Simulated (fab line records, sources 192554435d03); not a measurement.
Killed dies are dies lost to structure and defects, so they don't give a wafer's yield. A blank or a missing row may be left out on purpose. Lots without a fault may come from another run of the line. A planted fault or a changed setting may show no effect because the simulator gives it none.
Chamber matching | flow n5_finfet | N5_FIN_CUT_ETCH_21 on rie_diel-02: 4 sister chambers
The step etches SOC in N2/H2, target depth 219 nm, overetch 43.8 nm, time 523.5 s. 8 wafers are shown with their chamber, then 11 later ones without.

WAFERS WITH THEIR CHAMBER
wafer  | chamber | showerhead_plenum_p_Torr (Torr) | throttle_valve_pct (%)
L079.1 | 3       | 2.67                            | 18.10
L079.4 | 2       | 2.55                            | 17.46
L080.2 | 3       | 2.67                            | 18.11
L080.4 | 0       | 2.43                            | 17.96
L082.1 | 1       | 2.61                            | 17.79
L082.3 | 0       | 2.43                            | 17.97
L082.5 | 1       | 2.61                            | 17.81
L085.3 | 2       | 2.54                            | 17.47

WAFERS WITHOUT THEIR CHAMBER
wafer  | showerhead_plenum_p_Torr (Torr) | throttle_valve_pct (%)
L085.5 | 2.67                            | 18.09
L085.6 | 2.43                            | 17.97
L088.1 | 2.54                            | 17.48
L088.4 | 2.43                            | 18.00
L088.5 | 2.43                            | 17.98
L090.1 | 2.42                            | 18.00
L090.3 | 2.61                            | 17.83
L090.5 | 2.66                            | 18.12
L094.1 | 2.60                            | 17.84
L094.5 | 2.42                            | 17.99
L094.6 | 2.66                            | 18.14

WHICH CHAMBER EACH WENT THROUGH
wafer  | from the rows above | in truth
L085.5 | 3                   | 3
L085.6 | 0                   | 0
L088.1 | 2                   | 2
L088.4 | 0                   | 0
L088.5 | 0                   | 0
L090.1 | 0                   | 0
L090.3 | 1                   | 1
L090.5 | 3                   | 3
L094.1 | 1                   | 1
L094.5 | 0                   | 0
L094.6 | 3                   | 3
Placed correctly: 11 of 11. Can't be placed from these rows: 0. Placed wrongly: 0.
How it was worked out, from the rows above alone: a wafer's distance from a chamber is the root of the sum, over the readings, of the square of ((its reading less the chamber's mean) divided by the reading's scatter). The wafer belongs to the nearest chamber; if the next one is less than 2 further off, it can't be placed. A chamber's mean is the mean of its shown wafers. The scatter: the root of (the sum of the squares of (reading less its chamber's mean) over the shown wafers, divided by (wafers less chambers)).
